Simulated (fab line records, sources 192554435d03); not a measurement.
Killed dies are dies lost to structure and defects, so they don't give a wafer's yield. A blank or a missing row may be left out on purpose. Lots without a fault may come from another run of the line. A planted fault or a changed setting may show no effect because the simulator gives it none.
Chamber matching | flow n5_finfet | N5_BEOL_M10_STRIP_19 on rie_diel-04: 4 sister chambers
The step strips in O2. 4 wafers are shown with their chamber, then 8 later ones without.

WAFERS WITH THEIR CHAMBER
wafer  | chamber | showerhead_plenum_p_Torr (Torr)
L085.4 | 3       | 2.21
L087.5 | 1       | 2.22
L087.6 | 2       | 2.10
L088.1 | 0       | 2.03

WAFERS WITHOUT THEIR CHAMBER
wafer  | showerhead_plenum_p_Torr (Torr)
L088.4 | 2.21
L088.6 | 2.03
L092.2 | 2.21
L092.4 | 2.02
L092.5 | 2.21
L095.1 | 2.21
L095.3 | 2.21
L095.6 | 2.02

WHICH CHAMBER EACH WENT THROUGH
wafer  | from the rows above | in truth
L088.4 | 3                   | 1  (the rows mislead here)
L088.6 | 0                   | 0
L092.2 | 3                   | 3
L092.4 | 0                   | 0
L092.5 | 3                   | 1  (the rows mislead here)
L095.1 | 3                   | 3
L095.3 | 3                   | 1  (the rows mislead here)
L095.6 | 0                   | 0
Placed correctly: 5 of 8. Can't be placed from these rows: 0. Placed wrongly: 3.
How it was worked out, from the rows above alone: a wafer's distance from a chamber is the root of the sum, over the readings, of the square of ((its reading less the chamber's mean) divided by the reading's scatter). The wafer belongs to the nearest chamber; if the next one is less than 2 further off, it can't be placed. A chamber's mean is the mean of its shown wafers. The scatter: with one shown wafer a chamber, the root of the mean of the squares of how far each hidden wafer lies from its nearest shown one.
